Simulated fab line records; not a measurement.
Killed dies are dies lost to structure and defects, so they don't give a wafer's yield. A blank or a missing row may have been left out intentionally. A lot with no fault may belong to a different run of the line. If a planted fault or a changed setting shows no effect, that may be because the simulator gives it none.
A lot that was struck, set against a sound lot -- flow n5 finfet -- 15 out of 1938 route steps
Sound: wafers L145.1, L145.2, L145.3. The struck wafers were L154.1, L154.5, L154.6. The cause is named last.
At each step with rows: each side's tool, then ch and its chambers, then its first start. Under that, the readings that differ: sound wafers -- struck wafers -- difference of the means -- sigmas: that difference in standard deviations of wafers without a fault.
alike: words and numbers the same on both sides, and readings whose means are apart by under 2 such deviations; not compared: readings that were withheld, readings missing a value for some wafer, numbers with overlapping values and no deviation given by the record, and bounds like >300 which may hide the same value.
A row with sigmas, a row that says differs or no value, or rows on one side alone: a step with any of these is where the two part. Non-overlapping numbers with no deviation appear without sigmas and do not part them. Lack of a reading on every wafer of one side parts them only where that side has two or more wafers.

N5_BEOL_M8_OVL_MEAS_12:
  sound on overlay-01 ch 0, day 10 18:52; struck on overlay-01 ch 0, day 13 17:32
  alike: M8_OVL
N5_BEOL_M8_INSPECT_13: inspects for defects (brightfield).
  sound on defect inspect-01 at day 10 18:53; struck on defect inspect-01 at day 13 17:34
  alike: raw defect count
N5_BEOL_M8_DESCUM_16: chemistry O2, time 7.9 s.
  sound on rie diel-05 ch 0,2,3, day 10 19:01; struck on rie diel-02 ch 1,2,3, day 13 18:32
  alike: drypump motor current A, oes product au, rf vpp V, showerhead plenum p Torr, temp c, throttle valve pct
  not compared: rf hours counter h
then, 1 step without rows for these wafers: N5_BEOL_M8_ETCH_61 (etches SiARC in CF4, target depth 45.5 nm, time 75.8 s).
N5_BEOL_M8_ETCH_62: etches SOC in N2/H2, target depth 110 nm, overetch 22 nm, time 165 s.
  sound on rie diel-05 ch 0,2,3, day 10 19:06; struck on rie diel-02 ch 1,2,3, day 13 18:38
  alike: drypump motor current A, oes product au, rf vpp V, showerhead plenum p Torr, temp c, throttle valve pct
  not compared: rf hours counter h
then, 1 step without rows for these wafers: N5_BEOL_M8_STRIP_68 (strips in N2/H2).
N5_BEOL_M8_STRIP_67: strips in CF4.
  sound on rie diel-05 ch 0,2,3, day 10 19:14; struck on rie diel-02 ch 1,2,3, day 13 18:46
reading,sound,struck,difference,sigmas
rf vpp V (V),272.4 274.7 273.6,271.6 269.5 268.1,-3.8,-2
  alike: drypump motor current A, oes product au, showerhead plenum p Torr, throttle valve pct
  not compared: rf hours counter h
N5_BEOL_M8_HM_OPEN_17: chemistry Cl2/BCl3, target TiN, target depth 20 nm, overetch 6 nm.
  sound on rie metal-02 ch 0,1, day 10 19:17; struck on rie metal-01 ch 0,1, day 13 18:49
  alike: drypump motor current A, oes product au, throttle valve pct
  not compared: rf hours counter h
N5_BEOL_M8_STRIP_19: strips in O2.
  sound on rie diel-01 ch 0,1,3, day 10 19:24; struck on rie diel-05 ch 0,2,3, day 13 19:04
  alike: drypump motor current A, oes product au, rf vpp V, showerhead plenum p Torr, temp c, throttle valve pct
  not compared: rf hours counter h
N5_BEOL_M8_CD_MEAS_18: pitch 80 nm, target cd 40 nm.
  sound on cd sem-01 at day 10 19:28; struck on cd sem-01 at day 13 19:08
  alike: cd nm
then, 2 steps without rows for these wafers: N5_BEOL_M8_COAT_63 (time 60 s, resist thk 60 nm); N5_BEOL_M8_COAT_64 (time 60 s, resist thk 12 nm).
N5_BEOL_M8_COAT_71: time 60 s, resist thk 5 nm.
  sound on litho track-02 ch 0, day 10 20:43; struck on litho track-02 ch 0, day 13 19:11
reading,sound,struck,difference,sigmas
heater power total W (W),392.1 392.0 390.7,387.1 386.1 386.3,-5.1,-4
plate temp C (C),204.99 204.98 205.09,202.68 202.67 202.57,-2.38,-16
then, 1 step without rows for these wafers: N5_BEOL_M8_COAT_22 (resist thk 30 nm).
-- here the record skips 4 days between the struck wafers' starts before and after, leaving off in module BEOL_M8 and picking up in module PASSIVATION (first step shown: number 1936 of the route) --
N5_PASSIVATION_PROBE_49:
  sound on prober-02 at day 13 21:01; struck on prober-01 at day 17 15:46
reading,sound,struck,difference,sigmas
defect limited yield (%),89.6 89.9 89.9,92.8 92.4 93.9,+3.2,+2
killed at front end,62 62 51,34 32 24,-28,-2
killed dies,123 119 119,85 90 72,-38,-2
killed short,56 48 43,30 31 19,-22,-3
sort_bin_6_memory (%),4.7 4.0 3.2,2.4 2.8 2.3,-1.5,-2
sort n pass,1057 1061 1061,1095 1090 1108,+38,+2
sort yield pct (%),89.6 89.9 89.9,92.8 92.4 93.9,+3.2,+2
  alike: killed_at_M0_to_M3, killed_at_M4_up, killed at contacts, killed at other, killed open, sort_bin_5_function

== WHERE THEY PART ==
Last at N5_PASSIVATION_PROBE_49 as far as this record goes, first at N5_BEOL_M8_STRIP_67.

WHY: what the simulator had put in
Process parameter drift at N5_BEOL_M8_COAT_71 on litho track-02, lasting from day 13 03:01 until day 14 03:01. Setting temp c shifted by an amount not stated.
